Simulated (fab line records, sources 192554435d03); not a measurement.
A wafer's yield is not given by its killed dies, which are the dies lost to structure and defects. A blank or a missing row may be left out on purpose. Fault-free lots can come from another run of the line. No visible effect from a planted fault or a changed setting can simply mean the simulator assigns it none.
Chamber matching -- flow n5-finfet -- 4 sister chambers for N5_GATE_CUT_CMP_23 on cmp-02
The step polishes, stops on SiO2, t overpolish 23.4 s, target thk 16 nm. 4 wafers are shown with their chamber, then 11 later ones without.

## WAFERS, EACH WITH ITS CHAMBER
wafer,chamber,motor-current-A (A)
L085.6,1,7.9
L091.2,3,10.1
L091.4,2,6.6
L092.1,0,8.2

## WAFERS WITH NO CHAMBER GIVEN
wafer,motor-current-A (A)
L092.2,6.7
L092.3,9.8
L094.2,10.1
L094.3,6.7
L094.4,8.0
L096.2,7.6
L096.3,6.7
L096.5,6.6
L097.2,6.4
L097.4,8.4
L097.6,10.4

## WHICH CHAMBER EACH ONE RAN IN
wafer,from the rows above,in truth
L092.2,2,2
L092.3,3,3
L094.2,3,3
L094.3,2,2
L094.4,can't be placed: 1 or 0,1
L096.2,can't be placed: 1 or 0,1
L096.3,2,2
L096.5,2,2
L097.2,2,2
L097.4,can't be placed: 0 or 1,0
L097.6,3,3
Placed correctly: 8 of 11. These rows do not allow placing 3 (true chamber among the candidates in 3). Number placed wrongly: 0.
How it was worked out, from the rows above alone: a wafer's distance from a chamber is the root of the sum, over the readings, of the square of ((its reading less the chamber's mean) divided by the reading's scatter). If the next closest chamber is less than 2 further off than the closest, the wafer can't be placed; otherwise it belongs to the closest. The mean given for a chamber averages the wafers shown for that chamber. The scatter: with one shown wafer a chamber, the root of the mean of the squares of how far each hidden wafer lies from its nearest shown one.
